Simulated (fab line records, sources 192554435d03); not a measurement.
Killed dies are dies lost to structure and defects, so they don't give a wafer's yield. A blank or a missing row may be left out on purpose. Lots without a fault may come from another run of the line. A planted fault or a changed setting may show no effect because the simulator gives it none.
fab line records | flow n5_finfet
record lots=6 wafers=18 last_day=17
route steps=1938 shown BEOL_M15@1790
lots that met no fault: from a run of the same line without faults
start_h: hours from the record's first day to the start of the lot's first wafer shown | wait_h: hours since the lot's step before | " the same as in the row above | L1.1+2: a row that stands for several wafers | - no value, or no start given | * or withheld: withheld | < > ~ a bound
route shown NAME@n: a module of which the file shows steps, and the number in the route of the first | usual: mean/standard deviation of fault-free wafers | same: alike in all rows | chamber/n: place in a boat | sites: the reading at each site | _std_site: their standard deviation | _edge_site: outer sites' mean less inner sites' | radius_mm: how far each site lies from the wafer's centre | mask NAME#n: copy n | behind: the tool/chamber that last shaped the wafer | hold: why the lot was held/for how many hours/how that ended | device: the transistor (n, p or np) that didn't switch | end of line: the same wafers' tests at the end of the route | a step without rows: its recipe alone | killed: dies lost to structure and defects at the first sort, not the wafer's yield | map: a wafer's dies, x killed, . not, _ none there
set.NAME: the setting as run; set.NAME@STEP: as run at that earlier step | model.NAME: the simulator's own value behind a step, which no gauge read
lots at some steps of the route; a table a step, a row a wafer
services: from which hour (start_h, from the record's first day; less than 0 if before it) a tool's chamber was out of use, for how many hours, and why
## steps
# step N5_BEOL_M15_STRIP_64
# recipe chemistry=O2 power_w=600 temp_c=60 pressure_mtorr=30 rf_frequency_hz=6e+07 bias_power_w=0 overash_fraction=0.3 o2_flow_sccm=225
# usual chamber_pressure_mTorr=30.000/0.028 drypump_motor_current_A=5.6/0.37 oes_product_au=0.81/0.086 rf_vpp_V=3.7/0.52 showerhead_plenum_p_Torr=2.09/0.089 throttle_valve_pct=16.59/0.23
# columns lot.wafer tool chamber start_h wait_h chamber_pressure_mTorr drypump_motor_current_A oes_product_au rf_hours_counter_h rf_vpp_V showerhead_plenum_p_Torr throttle_valve_pct
L425.1 rie_diel-05 3 - - 30.055 5.8 0.70 205 4.0 1.97 16.80
L425.3 " 0 " " 29.961 5.4 0.71 189 3.7 2.00 16.91
L425.4 " 2 " " 29.992 5.3 0.95 6 3.9 2.16 16.85
L426.3 rie_diel-05 1 - - 30.032 6.2 0.89 26 4.0 2.23 16.43
L426.5 " 2 " " 29.978 5.3 0.95 - 3.3 2.16 16.85
L426.6 " 1 " " 29.984 6.1 0.89 - 4.8 2.23 16.42
L427.1 rie_diel-02 1 - - 30.009 5.9 0.90 25 4.2 2.05 16.07
L427.2 " 2 " " 30.021 5.5 0.85 52 3.3 2.04 16.41
L427.3 " 0 " " 30.013 5.3 0.82 70 3.4 2.13 16.50
L431.2 rie_diel-03 3 - - 30.007 5.4 0.71 175 4.5 2.10 16.53
L431.3 " 1 " " 29.983 5.0 0.70 236 2.7 1.99 16.82
L431.5 " 1 " " 29.933 5.0 0.70 - 3.3 1.99 16.80
L439.1 rie_diel-05 3 - - 29.976 5.7 0.69 233 4.4 1.96 16.86
L439.5 " 2 " " 30.034 5.2 0.88 - 3.9 2.15 16.91
L439.6 " 3 " " 30.002 5.8 0.69 - 3.8 1.96 16.84
L445.2 rie_diel-03 0 - - 30.001 5.9 0.73 187 3.4 2.00 16.74
L445.3 " 3 " " 30.035 5.5 0.70 200 3.8 2.09 16.57
L445.5 " 1 " " 30.012 5.0 1.01 - 3.5 2.25 16.38
# step N5_BEOL_M15_STRIP_65
# recipe chemistry=post_etch_residue_remover time_s=60 temp_c=25 remover_ph=withheld remover_water_wt_pct=withheld remover_fluoride_wt_pct=withheld
# step N5_BEOL_M15_SRD_66
# recipe time_s=30 temp_c=23 rinse_liquid=diw dry=n2_spin spin_rpm=1500 dry_time_s=30
# step N5_BEOL_M15_CD_MEAS_17
# recipe target_cd_nm=360 polarity=opening
# usual cd_nm=360.8/2.3
# columns lot.wafer tool chamber start_h wait_h cd_nm
L425.1 cd_sem-02 - 267.70 0.0 361.7
L425.3 " - " " 362.3
L425.4 " - " " 364.0
L426.3 cd_sem-03 - 271.10 0.0 364.4
L426.5 " - " " 363.0
L426.6 " - " " 362.1
L427.1 cd_sem-02 - 271.25 0.0 361.2
L427.2 " - " " 360.7
L427.3 " - " " 359.3
L431.2 cd_sem-03 - 308.35 0.0 359.4
L431.3 " - " " 360.5
L431.5 " - " " 360.1
L439.1 cd_sem-03 - 361.43 0.0 362.6
L439.5 " - " " 362.6
L439.6 " - " " 363.1
L445.2 cd_sem-03 - 379.10 0.0 361.0
L445.3 " - " " 360.9
L445.5 " - " " 361.5
# step N5_BEOL_M15_COAT_56
# recipe resist=SOC temp_c=250 time_s=60 spin_rpm=1500 resist_thk_nm=550
# step N5_BEOL_M15_ETCH_57
# recipe chemistry=N2/H2 target=SOC source_w=3000 bias_w=350 time_s=750 ion_energy_ev=200 pressure_mtorr=30 n2_flow_sccm=200 h2_flow_sccm=200
# usual chamber_pressure_mTorr=29.998/0.027 drypump_motor_current_A=5.6/0.38 oes_product_au=0.80/0.086 rf_vpp_V=523.3/2.9 showerhead_plenum_p_Torr=2.52/0.1 throttle_valve_pct=17.64/0.28
# columns lot.wafer tool chamber start_h wait_h chamber_pressure_mTorr drypump_motor_current_A oes_product_au rf_hours_counter_h rf_vpp_V showerhead_plenum_p_Torr throttle_valve_pct
L425.1 rie_diel-03 0 268.12 - 30.019 5.9 0.77 148 522.0 2.41 17.54
L425.3 " 2 " " 29.993 5.1 0.69 246 526.7 2.61 18.11
L425.4 " 0 " " 29.972 5.9 0.77 - 520.9 2.41 17.55
L426.3 rie_diel-02 2 271.27 - 29.985 5.6 0.85 52 523.6 2.48 17.54
L426.5 " 1 " " 30.000 5.9 0.91 - 522.1 2.48 17.09
L426.6 " 2 " " 30.016 5.5 0.84 - 521.7 2.48 17.52
L427.1 rie_diel-03 1 271.42 - 30.004 5.1 0.69 224 518.9 2.40 17.84
L427.2 " 2 " " 29.992 5.1 0.69 248 523.5 2.61 18.09
L427.3 " 0 " " 30.014 5.9 0.77 150 520.6 2.41 17.53
L431.2 rie_diel-03 3 308.45 - 30.019 5.5 0.71 175 522.3 2.52 17.45
L431.3 " 2 " " 30.043 5.1 0.95 2 524.7 2.61 17.67
L431.5 " 0 " " 30.032 5.9 0.76 - 520.5 2.41 17.56
L439.1 rie_diel-03 0 361.58 - 30.041 6.0 0.74 180 520.3 2.40 17.58
L439.5 " 2 " " 29.935 5.1 0.90 - 525.4 2.61 17.69
L439.6 " 3 " " 29.969 5.5 0.69 - 524.1 2.51 17.48
L445.2 rie_diel-05 3 379.20 - 30.024 5.7 0.69 240 518.4 2.40 18.03
L445.3 " 2 " " 29.993 5.3 0.88 41 525.6 2.59 17.98
L445.5 " 2 " " 29.963 5.3 0.90 - 525.4 2.59 17.95
# step N5_BEOL_M15_COAT_60
# recipe resist=BARC temp_c=205 time_s=60 spin_rpm=1500 resist_thk_nm=89
# step N5_BEOL_M15_COAT_22
# recipe spin_rpm=1704 resist_thk_nm=800
# step N5_BEOL_M15_EBR_24
# recipe solvent=PGMEA ebr_width_mm=1.5
# step N5_BEOL_M15_SOFTBAKE_23
# recipe temp_c=130 time_s=60
# step N5_BEOL_M15_EXPOSE_25
# recipe mask_id=M15 na=0.8 source_shape=annular sigma_inner=0.5 sigma_outer=0.8 polarization=unpolarized target_cd_nm=400 dose_mj=35.5
# step N5_BEOL_M15_PEB_26
# recipe peb_temp_c=130 peb_time_s=90
# step N5_BEOL_M15_DEVELOP_27
# recipe develop_time_s=45 rinse_liquid=diw dry=air_spin dev_temp_c=21
# usual chill_plate_temp_C=22.98/0.1 develop_time_s=45/0
# columns lot.wafer tool chamber start_h wait_h chill_plate_temp_C develop_time_s model.coat_of_BEOL_M15_COAT_22.thk_nm
L425.1 litho_track-02 0 268.90 - 23.04 45 790.2
L425.3 " 0 " " 23.00 45 789.8
L425.4 " 0 " " 22.92 45 789.2
L426.3 litho_track-03 - 272.06 - - - 798.4
L426.5 " - " " - - 799.2
L426.6 " - " " - - 800.4
L427.1 litho_track-02 - 272.10 - - - 799.4
L427.2 " - " " - - 802
L427.3 " - " " - - 801.4
L431.2 litho_track-04 0 309.24 - 23.16 45 786.2
L431.3 " 0 " " 23.05 45 785.2
L431.5 " 0 " " 22.98 45 785.8
L439.1 litho_track-04 0 362.24 - 23.07 45 785.8
L439.5 " 0 " " 23.17 45 789.8
L439.6 " 0 " " 23.01 45 787.2
L445.2 litho_track-03 0 379.87 - 23.19 45 785.6
L445.3 " 0 " " 23.04 45 786.2
L445.5 " 0 " " 23.09 45 782
# step N5_BEOL_M15_HARDBAKE_32
# recipe temp_c=130 time_s=120
## services
# columns tool chamber start_h hours kind
rie_diel-03 3 260.48 12.1 repair
rie_diel-03 2 282.47 - clean
rie_diel-03 2 282.47 - consumable_replace:focus_ring
rie_diel-03 2 282.47 20.0 scheduled_down
rie_diel-03 2 282.47 20.0 vent_cycle
rie_diel-05 - 307.04 2.8 pm
rie_diel-02 2 307.05 32.1 repair
rie_diel-03 - 346.12 0.7 repair
rie_diel-03 1 352.83 - clean
rie_diel-03 1 352.83 - consumable_replace:focus_ring
rie_diel-03 1 352.83 - consumable_replace:showerhead
rie_diel-03 1 352.83 19.6 scheduled_down
rie_diel-03 1 352.83 19.6 vent_cycle
rie_diel-02 3 370.40 10.1 repair
## key
first_sign step=N5_BEOL_M15_DEVELOP_27 reading=tool_record direction=missing
effect none on later readings
model_effect step=N5_BEOL_M15_DEVELOP_27 value=coat_of_BEOL_M15_COAT_22.thk_nm without=785.9 struck=800.1
met_at N5_BEOL_M15_DEVELOP_27
struck_wafers L426.3,L426.5,L426.6,L427.1,L427.2,L427.3
later_rows_left_out L426.3,L426.5,L426.6,L427.1,L427.2,L427.3
sort_left_out L426.3,L426.5,L426.6,L427.1,L427.2,L427.3
onset_between 268.90 272.06
earlier_fault kind=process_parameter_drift tool=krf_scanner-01 chamber=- onset_h=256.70 steps=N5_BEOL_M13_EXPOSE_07 channel=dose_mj offset=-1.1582 shape=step acts_in=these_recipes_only stated=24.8
earlier_fault kind=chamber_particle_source tool=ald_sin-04 chamber=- onset_h=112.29 steps=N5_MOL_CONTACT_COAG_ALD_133 rate_per_visit_cm2=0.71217
fault kind=skipped_step_whole tool=litho_track-02,litho_track-03 chamber=- onset_h=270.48 steps=N5_BEOL_M15_DEVELOP_27 scope=struck_lots_only
# sort_left_out: the simulated sort isn't trusted on such a fault, so these wafers' sort isn't shown, and their yield isn't known
# later_rows_left_out: the simulator's readings of these wafers behind a module that went badly wrong aren't trusted and aren't shown, but for the sort
